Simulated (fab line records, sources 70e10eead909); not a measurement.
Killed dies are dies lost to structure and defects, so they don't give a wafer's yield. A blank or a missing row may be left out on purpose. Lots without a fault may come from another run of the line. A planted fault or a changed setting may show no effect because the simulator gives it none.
fab line records | flow nand_harc
record lots=6 wafers=18 last_day=34
route steps=1302 shown A_M0@1157 A_M1@1169 END@1302
lots that met no fault: from a run of the same line without faults
start_h: hours from the record's first day to the start of the lot's first wafer shown | wait_h: hours since the lot's step before | " the same as in the row above | L1.1+2: a row that stands for several wafers | - no value, or no start given | * or withheld: withheld | < > ~ a bound
route shown NAME@n: a module of which the file shows steps, and the number in the route of the first | usual: mean/standard deviation of fault-free wafers | same: alike in all rows | chamber/n: place in a boat | sites: the reading at each site | _std_site: their standard deviation | _edge_site: outer sites' mean less inner sites' | radius_mm: how far each site lies from the wafer's centre | mask NAME#n: copy n | behind: the tool/chamber that last shaped the wafer | hold: why the lot was held/for how many hours/how that ended | device: the transistor (n, p or np) that didn't switch | end of line: the same wafers' tests at the end of the route | a step without rows: its recipe alone | killed: dies lost to structure and defects at the first sort, not the wafer's yield | map: a wafer's dies, x killed, . not, _ none there
set.NAME: the setting as run; set.NAME@STEP: as run at that earlier step | model.NAME: the simulator's own value behind a step, which no gauge read
lots at some steps of the route; a table a step, a row a wafer
services: from which hour (start_h, from the record's first day; less than 0 if before it) a tool's chamber was out of use, for how many hours, and why
## steps
# step NHARC_A_M0_PRE_CLEAN_29
# recipe time_s=30 temp_c=280 gas=H2/He
# usual heater_power_w=400/32
# columns lot.wafer tool chamber start_h wait_h heater_power_w
L951.1 pvd_sputter-01 - - - 407
L951.4 " - " " 411
L951.6 " - " " 399
L953.3 pvd_sputter-03 - - - 445
L953.2 " - " " 357
L953.4 " - " " 395
L962.4 pvd_sputter-01 - - - 420
L962.1 " - " " 424
L962.6 " - " " 417
L964.4 pvd_sputter-01 - - - 413
L964.1 " - " " 412
L964.3 " - " " 425
L967.3 pvd_sputter-01 - - - 417
L967.2 " - " " 412
L967.5 " - " " 432
L971.3 pvd_sputter-03 - - - 431
L971.4 " - " " 400
L971.6 " - " " 391
# step NHARC_A_M0_PVD_20
# recipe target_thk_a=50 bias_v=168.6 power_w=15000 chamber_pressure_pa=0.12 time_s=8.06 substrate_temp_c=50 material=TaN
# usual throttle_valve_pct=30.0/0.94
# columns lot.wafer tool chamber start_h wait_h throttle_valve_pct
L951.1 pvd_sputter-01 - - - 29.6
L951.4 " - " " 30.1
L951.6 " - " " 29.8
L953.3 pvd_sputter-03 - - - 29.8
L953.4 " - " " 29.0
L953.2 " - " " 30.7
L962.4 pvd_sputter-01 - - - 30.7
L962.1 " - " " 30.4
L962.6 " - " " 30.8
L964.4 pvd_sputter-01 - - - 30.3
L964.3 " - " " 30.6
L964.1 " - " " 30.4
L967.3 pvd_sputter-01 - - - 30.4
L967.2 " - " " 30.7
L967.5 " - " " 30.3
L971.3 pvd_sputter-03 - - - 28.8
L971.4 " - " " 29.0
L971.6 " - " " 32.3
# step NHARC_A_M0_PVD_21
# recipe target_thk_a=300 chamber_pressure_pa=5 power_w=5000 substrate_temp_c=30 time_s=20.49 material=Cu
# step NHARC_A_M0_ECD_22
# recipe target_thk_a=4000 bath_temp_c=25 material=Cu
# step NHARC_A_M0_ANNEAL_30
# recipe temp_c=225 time_s=90
# usual wafer_temp_C_max=226.02/0.24
# columns lot.wafer tool chamber start_h wait_h wafer_temp_C_max
L951.1 rtp_anneal-02 0 552.64 0.3 225.79
L951.4 " 0 " " 226.43
L951.6 " 0 " " 225.92
L953.2 rtp_anneal-02 0 584.52 - 225.66
L953.3 " 0 " " 225.96
L953.4 " 0 " " 225.96
L962.1 rtp_anneal-02 0 673.21 0.4 226.20
L962.4 " 0 " " 225.62
L962.6 " 0 " " 226.14
L964.1 rtp_anneal-01 0 708.71 - 226.17
L964.3 " 0 " " 226.13
L964.4 " 0 " " 226.46
L967.2 rtp_anneal-02 0 728.08 0.4 225.95
L967.3 " 0 " " 226.17
L967.5 " 0 " " 225.75
L971.3 rtp_anneal-02 0 766.66 - 226.15
L971.4 " 0 " " 226.17
L971.6 " 0 " " 226.30
# step NHARC_A_M0_CMP_23
# recipe t_overpolish_s=20 target_thk_nm=113.75
# step NHARC_A_M0_THK_MEAS_24
# recipe thk_meas_gauge=xrf
# usual thk_nm=113.6/1.7
# columns lot.wafer tool chamber start_h wait_h thk_nm
L951.1 film_metro-02 - 553.30 - 115.7
L951.4 " - " " 113.1
L951.6 " - " " 111.6
L953.2 film_metro-01 - 585.13 - 115.9
L953.3 " - " " 117.0
L953.4 " - " " 114.9
L962.1 film_metro-01 - 673.87 - 111.1
L962.4 " - " " 110.9
L962.6 " - " " 111.3
L964.1 film_metro-01 - 709.37 - 114.7
L964.3 " - " " 111.8
L964.4 " - " " 113.3
L967.2 film_metro-01 - 728.69 - 114.9
L967.3 " - " " 115.0
L967.5 " - " " 113.7
L971.3 film_metro-02 - 767.22 - 112.2
L971.4 " - " " 115.0
L971.6 " - " " 112.4
# step NHARC_A_M0_SRD_25
# step NHARC_A_M0_INSPECT_27
# usual raw_defect_count=559/140
# columns lot.wafer tool chamber start_h wait_h raw_defect_count
L951.1 defect_inspect-01 - 553.46 0.0 645
L951.4 " - " " 631
L951.6 " - " " 626
L953.2 defect_inspect-02 - 585.28 0.0 532
L953.3 " - " " 535
L953.4 " - " " 490
L962.1 defect_inspect-02 - 674.03 0.0 605
L962.4 " - " " 415
L962.6 " - " " 452
L964.1 defect_inspect-01 - 709.52 0.0 474
L964.3 " - " " 486
L964.4 " - " " 395
L967.2 defect_inspect-01 - 728.87 0.0 497
L967.3 " - " " 350
L967.5 " - " " 414
L971.3 defect_inspect-01 - 767.37 0.0 541
L971.4 " - " " 513
L971.6 " - " " 584
# step NHARC_A_M0_PRE_CLEAN_31
# recipe time_s=12 temp_c=370 rf_power_w=300 gas=NH3
# usual heater_power_outer_w=389/51 heater_power_w=681/84
# columns lot.wafer tool chamber start_h wait_h heater_power_outer_w heater_power_w
L951.1 pecvd-02 2 553.52 0.1 520 841
L951.4 " 2 " " 514 856
L951.6 " 0 " " 391 704
L953.3 pecvd-03 1 585.36 0.1 424 704
L953.2 " 2 " " 320 553
L953.4 " 1 " " 424 713
L962.1 pecvd-04 0 674.12 0.1 418 754
L962.6 " 1 " " 357 623
L962.4 " 2 " " 421 768
L964.3 pecvd-04 1 709.59 0.1 376 647
L964.1 " 2 " " 345 677
L964.4 " 0 " " 412 723
L967.2 pecvd-04 0 728.94 0.1 434 736
L967.3 " 1 " " 353 623
L967.5 " 2 " " 423 761
L971.3 pecvd-03 1 767.47 0.1 392 695
L971.4 " 0 " " 302 488
L971.6 " 1 " " 401 698
# step NHARC_A_M0_DEP_32
# recipe target_thk_a=300 temp_c=370 target_thk_nm=30 pressure_torr=3 flow_sccm=200 rf_w=450 material=SiCN
# usual heater_power_outer_w=341/50 heater_power_w=617/83 rf_fwd_power_W=449.0/1.3
# columns lot.wafer tool chamber start_h wait_h heater_power_outer_w heater_power_w rf_fwd_power_W
L951.1 pecvd-02 2 553.60 0.1 384 705 448.0
L951.4 " 2 " " 396 672 449.0
L951.6 " 0 " " 392 717 451.6
L953.3 pecvd-03 1 585.47 0.1 366 646 447.8
L953.2 " 2 " " 292 507 449.1
L953.4 " 1 " " 367 656 448.5
L962.1 pecvd-04 0 674.26 0.1 386 670 450.2
L962.6 " 1 " " 370 641 450.7
L962.4 " 2 " " 385 730 449.4
L964.3 pecvd-04 1 709.67 0.1 383 660 449.8
L964.1 " 2 " " 319 634 450.0
L964.4 " 0 " " 347 650 446.2
L967.2 pecvd-04 0 729.02 0.1 386 698 449.4
L967.3 " 1 " " 347 611 447.5
L967.5 " 2 " " 364 673 448.8
L971.3 pecvd-03 1 767.60 0.1 387 668 447.8
L971.4 " 0 " " 291 486 449.5
L971.6 " 1 " " 390 671 449.6
# step NHARC_A_M1_DEP_00
# recipe target_thk_a=1825 target_thk_nm=182.5 temp_c=withheld pressure_torr=5 flow_sccm=200 rf_w=600 material=SiOC
# usual rf_fwd_power_W=598.6/1.8
# columns lot.wafer tool chamber start_h wait_h rf_fwd_power_W
L951.1 pecvd-04 2 554.10 - 600.3
L951.4 " 0 " " 599.3
L951.6 " 1 " " 601.2
L953.3 pecvd-04 1 586.25 - 599.8
L953.2 " 2 " " 596.9
L953.4 " 1 " " 597.5
L962.1 pecvd-03 1 674.64 - 693.2
L962.4 " 0 " " 691.1
L962.6 " 1 " " 694.3
L964.1 pecvd-03 2 710.13 - 694.7
L964.3 " 0 " " 693.5
L964.4 " 1 " " 692.5
L967.2 pecvd-04 2 729.41 - 596.2
L967.3 " 1 " " 595.5
L967.5 " 2 " " 598.8
L971.3 pecvd-02 2 767.98 - 601.1
L971.4 " 1 " " 597.7
L971.6 " 0 " " 597.2
# step NHARC_A_M1_DEHYDRATE_01
# recipe temp_c=150 time_s=120
# step NHARC_END_SORT_01
# recipe temp_c=25
# usual defect_limited_yield=91/3.5 killed_at_array=59/24 killed_at_other=0.7/1.2 killed_at_periphery=3.5/2.6 killed_dies=63/24 killed_open=3.2/2.1 killed_short=2.4/1.5
# same gross_dies=677
# columns lot.wafer tool chamber start_h wait_h defect_limited_yield[%] killed_at_array killed_at_other killed_at_periphery killed_dies killed_open killed_short
L951.1 prober-02 0 592.25 2.5 85 95 0 8 103 5 1
L951.4 prober-02 0 594.69 3.5 83 109 0 4 113 9 3
L951.6 prober-02 0 596.33 4.1 82 117 0 4 121 2 2
L953.2 prober-02 0 625.26 2.8 90 65 0 4 69 5 5
L953.3 prober-02 0 626.06 3.1 91 59 0 5 64 6 1
L953.4 prober-02 0 626.86 3.4 92 56 1 0 57 6 3
L962.1 prober-02 0 707.85 2.5 92 50 0 4 54 5 3
L962.4 prober-02 0 710.28 3.4 93 45 1 0 46 2 1
L962.6 prober-02 0 711.91 4.1 93 45 0 1 46 3 2
L971.3 prober-02 0 805.15 3.1 89 67 2 3 72 6 4
L971.4 prober-02 0 805.96 3.4 93 50 0 0 50 3 2
L971.6 prober-02 0 807.58 4.0 92 53 0 1 54 4 2
# killed by level:class
L951.1 A_SLIT:chamber_film_flake=28 A_CHANNEL_HOLE_D2:chamber_film_flake=25 A_CHANNEL_HOLE_D1:chamber_film_flake=24 A_CONTACT:chamber_film_flake=11 P_M1:chamber_film_flake=4 A_STAIRCASE:chamber_film_flake=3 P_CONTACT:geometric_particle:open=2 P_ZERO_WELL:geometric_particle:open=1
L951.4 A_CHANNEL_HOLE_D2:chamber_film_flake=34 A_CHANNEL_HOLE_D1:chamber_film_flake=28 A_SLIT:chamber_film_flake=21 A_STAIRCASE:chamber_film_flake=5 A_CONTACT:chamber_film_flake=5 A_ONON_D1:geometric_particle:open=4 A_BONDPAD:chamber_film_flake=3 A_M0:geometric_particle:open=2
L951.6 A_CHANNEL_HOLE_D1:chamber_film_flake=39 A_CHANNEL_HOLE_D2:chamber_film_flake=36 A_SLIT:chamber_film_flake=28 A_CONTACT:chamber_film_flake=7 A_STAIRCASE:chamber_film_flake=3 P_M1:chamber_film_flake=2 P_M2:geometric_particle:short=1 A_CHANNEL_FILL_D1:geometric_particle:open=1
L953.2 A_CHANNEL_HOLE_D2:chamber_film_flake=26 A_CHANNEL_HOLE_D1:chamber_film_flake=20 A_SGD_CUT:chamber_film_flake=5 P_M0:geometric_particle:open=2 A_CHANNEL_FILL_D2:chamber_film_flake=2 A_CHANNEL_FILL_D1:chamber_film_flake=2 P_M0:geometric_particle:short=1 A_ONON_D1:geometric_particle:short=1
L953.3 A_CHANNEL_HOLE_D2:chamber_film_flake=27 A_CHANNEL_HOLE_D1:chamber_film_flake=21 A_CHANNEL_FILL_D2:chamber_film_flake=4 P_GATE:geometric_particle:open=1 P_CONTACT:geometric_particle:open=1 P_M0:geometric_particle:open=1 P_M1:geometric_particle:open=1 A_DECK1_JOINT:geometric_particle:open=1
L953.4 A_CHANNEL_HOLE_D2:chamber_film_flake=23 A_CHANNEL_HOLE_D1:chamber_film_flake=21 A_ONON_D2:geometric_particle:open=2 A_DECK1_JOINT:geometric_particle:short=1 A_CHANNEL_HOLE_D2:geometric_particle:open=1 A_CHANNEL_FILL_D2:geometric_particle:short=1 A_WL_FILL:geometric_particle:short=1 A_WL_FILL:geometric_particle:open=1
L962.1 A_CHANNEL_HOLE_D1:chamber_film_flake=35 A_SLIT:chamber_film_flake=4 A_ZERO_WELL:chamber_film_flake=3 A_ONON_D1:geometric_particle:open=2 P_CONTACT:geometric_particle:short=1 P_M0:geometric_particle:open=1 P_M2:geometric_particle:open=1 A_ONON_D1:geometric_particle:short=1
L962.4 A_CHANNEL_HOLE_D1:chamber_film_flake=30 A_ZERO_WELL:chamber_film_flake=3 A_STAIRCASE:chamber_film_flake=3 A_SLIT:chamber_film_flake=3 A_CONTACT:chamber_film_flake=2 A_SOURCE_PLATE:geometric_particle:short=1 A_ONON_D2:geometric_particle:open=1 A_CONTACT:geometric_particle:open=1
L962.6 A_CHANNEL_HOLE_D1:chamber_film_flake=32 A_SLIT:chamber_film_flake=4 A_ONON_D1:geometric_particle:short=1 A_CHANNEL_FILL_D2:geometric_particle:short=1 A_SGD_CUT:geometric_particle:open=1 A_CONTACT:geometric_particle:open=1 A_M0:geometric_particle:open=1 P_M2:chamber_film_flake=1
L971.3 A_CHANNEL_HOLE_D2:chamber_film_flake=35 A_SLIT:chamber_film_flake=7 A_SGD_CUT:chamber_film_flake=5 A_CHANNEL_HOLE_D1:chamber_film_flake=3 A_CONTACT:chamber_film_flake=3 A_ONON_D2:geometric_particle:short=2 A_SGD_CUT:geometric_particle:open=2 A_CHANNEL_FILL_D2:chamber_film_flake=2
L971.4 A_CHANNEL_HOLE_D2:chamber_film_flake=27 A_SLIT:chamber_film_flake=9 A_SGD_CUT:chamber_film_flake=3 A_CONTACT:chamber_film_flake=3 A_SOURCE_PLATE:geometric_particle:open=2 A_CHANNEL_FILL_D1:chamber_film_flake=2 A_CHANNEL_HOLE_D1:geometric_particle:open=1 A_DECK1_JOINT:geometric_particle:short=1
L971.6 A_CHANNEL_HOLE_D2:chamber_film_flake=29 A_SLIT:chamber_film_flake=10 A_CHANNEL_FILL_D1:chamber_film_flake=2 A_SGD_CUT:chamber_film_flake=2 P_M1:geometric_particle:open=1 A_CHANNEL_HOLE_D1:geometric_particle:short=1 A_CHANNEL_FILL_D2:geometric_particle:short=1 A_SGD_CUT:geometric_particle:open=1
## services
# columns tool chamber start_h hours kind
pecvd-03 - 545.62 1.8 repair
pecvd-03 - 547.79 13.0 pm
pecvd-03 0 547.79 13.0 vent_cycle
pecvd-03 1 547.79 13.0 vent_cycle
pecvd-03 2 547.79 13.0 vent_cycle
pvd_sputter-03 - 548.06 16.0 repair
pvd_sputter-01 - 584.92 10.0 pm
pecvd-02 - 589.01 13.0 pm
pvd_sputter-03 - 595.16 2.0 repair
pecvd-04 - 631.35 13.0 pm
pecvd-04 0 631.35 13.0 vent_cycle
pecvd-04 1 631.35 13.0 vent_cycle
pecvd-04 2 631.35 13.0 vent_cycle
pecvd-04 0 644.35 - clean
pecvd-04 1 644.35 - clean
pecvd-04 2 644.35 - clean
pecvd-02 2 671.90 5.0 repair
pvd_sputter-01 - 695.70 0.7 repair
pvd_sputter-03 - 704.02 10.0 pm
pecvd-03 2 716.46 18.6 repair
rtp_anneal-01 - 727.39 6.3 repair
pecvd-03 - 728.79 13.0 pm
rtp_anneal-02 - 744.00 12.0 pm
pvd_sputter-01 - 763.03 10.0 pm
## key
first_sign step=NHARC_A_M1_DEP_00 reading=rf_fwd_power_W direction=up sigmas=53 usual=* struck=*
effect none on later readings
met_at NHARC_A_M1_DEP_00
struck_wafers L962.1,L962.4,L962.6,L964.1,L964.3,L964.4
fault kind=process_parameter_drift tool=pecvd-03 chamber=- onset_h=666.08 steps=NHARC_A_M1_DEP_00 channel=rf_w offset=* shape=step end_h=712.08 acts_in=* stated=*
